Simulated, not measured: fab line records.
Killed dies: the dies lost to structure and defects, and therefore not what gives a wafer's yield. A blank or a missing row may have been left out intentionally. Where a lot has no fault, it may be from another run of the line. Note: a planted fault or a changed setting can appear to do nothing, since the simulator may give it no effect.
Problem report in the 8D (eight disciplines) form, filled by code + flow n5_finfet + the parts of the form that need people (team, actions taken, sign-off) are left out

1. WHAT WENT WRONG
A mean of 95.23 C is read at N5_BEOL_M4_ALD_98 for susceptor_temp_C, taken on 1 wafer of 1 lot, against 100.00 C (standard deviation 0.12) on wafers free of any fault. That puts it -40 standard deviations away from the usual mean.
The step: deposits SiO2, target thk 2.5 nm, pulse time 1 s, co reactant pulse time 1 s.
First seen on wafer L926.5, day 11 23:17, on ald_sin-02. At this step, 24 wafers from 8 lots have a number in the record. Rule for "out", or "out of limits": more than 4 standard deviations from the usual mean. The rest of the wafers with a number are treated as sound.

2. WHAT IT IS; WHAT IT IS NOT
| question                    | is                | is not                                                                    |
|-----------------------------|-------------------|---------------------------------------------------------------------------|
| which readings at this step | susceptor_temp_C  | heater_power_w, precursor_pulse_height_rel                                |
| which lots                  | L926              | L910, L914, L915, L916, L918, L928, L931                                  |
| which wafers of those lots  | L926.5            | L926.2, L926.4                                                            |
| read on which tools         | ald_sin-02        | ald_sin-03, ald_sin-04                                                    |
| when                        | from day 11 23:17 | up to then (17 sound wafers); but 6 sound wafers of L928, L931 came after |

3. SUSPECTS, AND WHAT RULES EACH OUT
Counting: any tool at a process step up to the reading remains a suspect provided it ran every lot that is out. Sound lots after the first of them don't rule it out here, since some wafers of a struck lot are sound.
- rie_diel-05 at N5_BEOL_M4_STRIP_19 (strips in O2): kept. The lot that is out, L926, ran on it at day 11 22:04; the last sound lot it ran before that was L916, at day 9 19:58.
- rie_diel-02 at N5_BEOL_M4_ETCH_69 (etches SiARC in CF4, target depth 15.6 nm, time 26 s): kept. The lot that is out, L926, ran on it at day 11 23:12; the last sound lot it ran before that was L915, at day 9 08:23.
- ald_sin-02 at N5_BEOL_M4_ALD_98 (deposits SiO2, target thk 2.5 nm, pulse time 1 s, co reactant pulse time 1 s): kept. The lot that is out, L926, ran on it at day 11 23:17; the last sound lot it ran before that was L918, at day 10 00:04. On those wafers its own readings are out: susceptor_temp_C.
- In ald_sin-02 at N5_BEOL_M4_ALD_98, the wafers that are out were processed in chamber 2 and their sound lot-mates in chambers 0, 3.
After the count, these remain: rie_diel-05 at N5_BEOL_M4_STRIP_19, rie_diel-02 at N5_BEOL_M4_ETCH_69 and ald_sin-02 at N5_BEOL_M4_ALD_98.

4. THE CAUSE (what the simulator had put in)
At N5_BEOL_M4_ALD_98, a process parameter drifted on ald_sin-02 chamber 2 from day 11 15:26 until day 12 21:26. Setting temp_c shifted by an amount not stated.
Counting leaves 3 suspects; this tool is one of them.

5. THE EFFECT CHAIN, in route order
Rows list readings where the struck wafers' mean (over those with a number) sits beyond 3 standard deviations from the usual. Only readings whose record carries a usual standard deviation are examined. hours: median over the lots of the time between each lot's start at the first step of this table that gives one and its start at this step. sigmas: the change, counted in usual standard deviations.
| hours | step              | reading          | usual    | on struck wafers | change | sigmas |
|-------|-------------------|------------------|----------|------------------|--------|--------|
| 0     | N5_BEOL_M4_ALD_98 | susceptor_temp_C | 100.00 C | 95.23            | -4.77  | -40    |
It contains these process steps:
- N5_BEOL_M4_ALD_98: deposits SiO2, target thk 2.5 nm, pulse time 1 s, co reactant pulse time 1 s.
At these later measuring or inspecting steps, every struck wafer for which the step has a row has a number for every such reading, and none has moved that far: N5_BEOL_M4_RC_MEAS_101.

6. HOW IT WOULD HAVE BEEN CAUGHT EARLIER
8 hours passed between the start of the fault at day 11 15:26 and the first reading out of limits in this record, taken at day 11 23:17.
